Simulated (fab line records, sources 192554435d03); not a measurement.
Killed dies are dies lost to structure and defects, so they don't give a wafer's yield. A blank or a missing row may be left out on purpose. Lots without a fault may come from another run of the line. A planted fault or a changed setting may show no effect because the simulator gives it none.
One fault seen from 2 desks | flow n5_finfet | each desk has only its own numbers; what lay behind them comes last

THE METROLOGY DESK
What the gauges read, lot by lot, whatever tool the lot ran on: means of the sampled wafers that have a number. A lot is out of limits, marked OUT, if its mean lies more than 4 standard deviations from the usual mean; the brackets give that distance.
Columns: A = thk_nm at N5_DUMMY_GATE_THK_MEAS_05, usual 72.8 nm; B = cd_nm at N5_DUMMY_GATE_CD_MEAS_15, usual 24.88 nm; C = SDB_THK at N5_SDB_THK_MEAS_31, usual 65.1 nm
lot  | first seen here | A              | B     | C
L746 | day 3 01:47     | 71.9           | 24.95 | 64.1
L748 | day 3 12:07     | 73.3           | 25.00 | 65.5
L751 | day 4 05:19     | 74.0           | 24.84 | 66.2
L755 | day 5 08:31     | 71.2           | 25.17 | 63.5
L757 | day 5 20:17     | 73.7           | 24.60 | 65.9
L759 | day 6 04:47     | 72.4           | 24.82 | 64.6
L761 | day 6 17:36     | 41.2 (-29) OUT | 24.89 | 35.3 (-27) OUT
L764 | day 7 12:48     | 43.9 (-26) OUT | 24.79 | -
L766 | day 8 00:01     | 43.1 (-27) OUT | 24.95 | 36.4 (-26) OUT
L767 | day 8 04:39     | 73.3           | 25.29 | 65.5
L768 | day 8 12:26     | 73.6           | 24.96 | 65.9
This desk's finding: out of limits on L761, L764, L766; first on L761, day 6 17:36 (thk_nm at N5_DUMMY_GATE_THK_MEAS_05). In limits: L746, L748, L751, L755, L757, L759, L767, L768.

THE TOOL OWNER'S DESK: lpcvd-01
The tool's own readings at N5_DUMMY_GATE_CVD_03 (deposits a-Si from SiH4, target thk 150 nm, time 8042 s): means of the sampled wafers that have a number, for each lot that ran on this tool. A lot is out of limits, marked OUT, if its mean lies more than 4 standard deviations from the usual mean; the brackets give that distance.
Columns: A = spike_tc_top_C at N5_DUMMY_GATE_CVD_03, usual 555.2 C; B = spike_tc_upper_C at N5_DUMMY_GATE_CVD_03, usual 530.2 C
lot  | first seen here | A     | B
L746 | day 2 19:59     | 557.1 | 531.6
L748 | day 3 08:08     | 557.1 | 531.2
L755 | day 5 04:32     | 552.2 | 528.9
L757 | day 5 16:18     | 557.6 | 532.0
L761 | day 6 13:38     | 552.2 | 528.8
L764 | day 7 08:50     | 553.2 | 529.3
L766 | day 7 20:03     | 552.9 | 529.6
This desk's finding: nothing out of limits on any of the 7 lots.

PUT TOGETHER
The metrology desk could have raised an alarm at day 6 17:36, on L761, L764, L766.
The tool owner's desk saw nothing out of limits.
The tool owner's desk has L761, L764, L766 on record, within its limits.
Of the lots named, all ran N5_DUMMY_GATE_CVD_03 on lpcvd-01.

WHAT THE SIMULATOR HAD PUT IN
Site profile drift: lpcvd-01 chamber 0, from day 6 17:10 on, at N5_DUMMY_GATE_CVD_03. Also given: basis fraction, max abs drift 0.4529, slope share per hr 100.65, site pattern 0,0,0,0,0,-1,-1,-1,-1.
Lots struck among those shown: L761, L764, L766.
Hours from the fault's start to each desk's first reading out of limits: the metrology desk, 0.
